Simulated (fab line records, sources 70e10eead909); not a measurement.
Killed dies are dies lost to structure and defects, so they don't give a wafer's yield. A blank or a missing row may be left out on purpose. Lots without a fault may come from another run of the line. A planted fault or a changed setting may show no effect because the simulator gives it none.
A struck lot beside a sound one | flow nand_harc | 38 steps out of a route of 1159
Sound: wafers L601.1, L601.3, L601.5. Struck: wafers L593.2, L593.3, L593.5. The cause comes at the end.
At each step with rows: each side's tool, then ch and its chambers, then its first start. Under that, the readings that differ: sound wafers | struck wafers | difference of the means | sigmas: that difference in standard deviations of wafers without a fault.
alike: readings whose means differ by less than 2 such deviations, and words and numbers that are the same on both sides. not compared: withheld readings, readings that some wafer has no value for, bounds like >300 that may hide the same value, and numbers for which the record gives no deviation and whose values overlap.
The two part at a step that has a row with sigmas, a row that says differs or no value, or rows on one side only. Numbers that don't overlap but have no deviation are shown without sigmas and don't part them. A reading that every wafer of one side lacks parts them only if that side has two wafers or more.

first, 10 steps without rows for these wafers: NHARC_A_CHANNEL_HOLE_D1_DEP_00 (deposits aC, target thk 3100 nm); NHARC_A_CHANNEL_HOLE_D1_DEP_01 (deposits SiON, target thk 140 nm); NHARC_A_CHANNEL_HOLE_D1_DEHYDRATE_02 (time 120 s); NHARC_A_CHANNEL_HOLE_D1_HMDS_03 (time 30 s); NHARC_A_CHANNEL_HOLE_D1_COAT_36 (time 75 s); NHARC_A_CHANNEL_HOLE_D1_COAT_37 (time 65 s); NHARC_A_CHANNEL_HOLE_D1_COAT_04 (resist thk 90 nm); NHARC_A_CHANNEL_HOLE_D1_SOFTBAKE_05 (time 55 s); NHARC_A_CHANNEL_HOLE_D1_EBR_06; NHARC_A_CHANNEL_HOLE_D1_EXPOSE_07 (exposes mask HOLE D1, target cd 100 nm).
NHARC_A_CHANNEL_HOLE_D1_PEB_08: peb time 65 s.
  sound on litho_track-04 ch 0, day 13 14:49; struck on litho_track-06 ch 0, day 12 11:34
  alike: exhaust_pa
then, 1 step without rows for these wafers: NHARC_A_CHANNEL_HOLE_D1_DEVELOP_09 (develop time 35 s).
NHARC_A_CHANNEL_HOLE_D1_CD_MEAS_10: target cd 100 nm.
  sound on cd_sem-01 ch 0, day 13 14:54; struck on cd_sem-03 ch 0, day 12 11:38
  reading    | sound            | struck            | difference | sigmas
  cd_nm (nm) | 100.1 100.0 99.6 | 103.4 103.1 102.4 | +3.1       | +7
NHARC_A_CHANNEL_HOLE_D1_DESCUM_15: chemistry O2, time 3 s.
  sound on rie_diel-05 ch 0,1,2, day 13 15:06; struck on rie_diel-05 ch 1,3, day 12 11:50
  reading                            | sound             | struck          | difference | sigmas
  model.A_CHANNEL_HOLE_D1.cd_nm (nm) | 100.5 100.7 99.88 | 103.4 102.8 102 | +2.4       |
  alike: drypump_motor_current_A, oes_product_au, rf_vpp_V, showerhead_plenum_p_Torr, throttle_valve_pct
  not compared: rf_hours_counter_h
then, 4 steps without rows for these wafers: NHARC_A_CHANNEL_HOLE_D1_ETCH_38 (etches the open film in CF4, target depth 39 nm, time 65 s); NHARC_A_CHANNEL_HOLE_D1_ETCH_39 (etches the open film in N2/H2, target depth 260 nm, time 325 s); NHARC_A_CHANNEL_HOLE_D1_ETCH_34 (etches the open film in CF4/CHF3, target depth 154 nm, time 77 s); NHARC_A_CHANNEL_HOLE_D1_ETCH_16 (etches the open film in O2/COS, target depth 3100 nm, time 806 s).
NHARC_A_CHANNEL_HOLE_D1_CD_MEAS_18:
  sound on cd_sem-01, day 13 16:13; struck on cd_sem-02, day 12 13:09
  reading    | sound          | struck            | difference | sigmas
  cd_nm (nm) | 97.4 98.1 99.0 | 105.1 102.3 103.0 | +5.3       | +4
then, 12 steps without rows for these wafers: NHARC_A_CHANNEL_HOLE_D1_ETCH_19 (etches the open film in C4F8/O2/Ar, time 34.5 s); NHARC_A_CHANNEL_HOLE_D1_ETCH_20 (etches the open film in C4F8/O2/Ar, time 361.9 s, target depth 1600 nm); NHARC_A_CHANNEL_HOLE_D1_ETCH_21 (etches the open film in C4F8/O2/Ar, time 514.3 s, target depth 1600 nm); NHARC_A_CHANNEL_HOLE_D1_ETCH_22 (etches the open film in C4F8/O2/Ar, time 666.7 s, target depth 1600 nm); NHARC_A_CHANNEL_HOLE_D1_ETCH_23 (etches the open film in C4F8/O2/Ar, time 819 s, target depth 1600 nm); NHARC_A_CHANNEL_HOLE_D1_ETCH_24 (etches the open film in C4F8/O2/Ar, time 906.2 s, target depth 1500 nm); NHARC_A_CHANNEL_HOLE_D1_ETCH_25 (etches the open film in C4F8/O2/Ar, time 1040.2 s, target depth 1500 nm); NHARC_A_CHANNEL_HOLE_D1_ETCH_26 (etches the open film in C4F8/O2/Ar, time 224.1 s, target depth 300 nm); NHARC_A_CHANNEL_HOLE_D1_ETCH_33 (etches the open film in C4F8/O2/Ar, time 90 s, target depth 400 nm); NHARC_A_CHANNEL_HOLE_D1_STRIP_41 (strips in N2/H2); NHARC_A_CHANNEL_HOLE_D1_STRIP_42 (strips in CF4/CHF3); NHARC_A_CHANNEL_HOLE_D1_STRIP_43 (strips in O2/COS).
NHARC_A_CHANNEL_HOLE_D1_ETCH_44: etches the open film in CF4/O2, target depth 140 nm, overetch 14 nm, time 77 s.
  sound on rie_diel-07 ch 0,2,3, day 13 21:01; struck on rie_diel-05 ch 0,2, day 13 00:04
  reading                            | sound             | struck         | difference | sigmas
  model.A_CHANNEL_HOLE_D1.cd_nm (nm) | 88.44 89.91 90.55 | 92.58 93.12 92 | +2.93      |
  alike: drypump_motor_current_A, oes_product_au, rf_vpp_V, showerhead_plenum_p_Torr, throttle_valve_pct
  not compared: rf_hours_counter_h
then, 3 steps without rows for these wafers: NHARC_A_CHANNEL_HOLE_D1_STRIP_27 (strips in O2); NHARC_A_CHANNEL_HOLE_D1_PRECLEAN_28 (cleans in SC1); NHARC_A_CHANNEL_HOLE_D1_SRD_29.
NHARC_A_CHANNEL_HOLE_D1_CD_MEAS_30:
  sound on cd_sem-01, day 13 21:49; struck on cd_sem-01, day 13 00:52
  reading    | sound          | struck         | difference | sigmas
  cd_nm (nm) | 88.4 89.9 90.7 | 92.2 93.7 91.9 | +2.9       | +4
NHARC_A_CHANNEL_HOLE_D1_XSEM_31:
  sound on xsem-01 ch 0, day 13 21:55; struck on xsem-02 ch 0, day 13 00:57
  reading            | sound          | struck         | difference | sigmas
  bot_cd_nm (nm)     | 72.3 73.7 74.9 | 77.6 78.3 76.8 | +3.9       | +4
  tilt_deg (degrees) | 0.01 0.01 0.01 | 0.13 0.13 0.13 | +0.12      | +3
  alike: bow_nm
-- the record jumps here: 11 days lie between the struck wafers' starts before and after (it left off in module A_CHANNEL_HOLE_D1 and takes up again in module END, whose first step shown is number 1159 of the route) --
NHARC_END_SORT_01:
  the record has rows for the struck wafers here (prober-01 ch 0, day 24 01:01) and none for the sound ones

WHERE THEY PART
First at NHARC_A_CHANNEL_HOLE_D1_CD_MEAS_10; last, within this record, at NHARC_END_SORT_01.

WHY: what the simulator had put in
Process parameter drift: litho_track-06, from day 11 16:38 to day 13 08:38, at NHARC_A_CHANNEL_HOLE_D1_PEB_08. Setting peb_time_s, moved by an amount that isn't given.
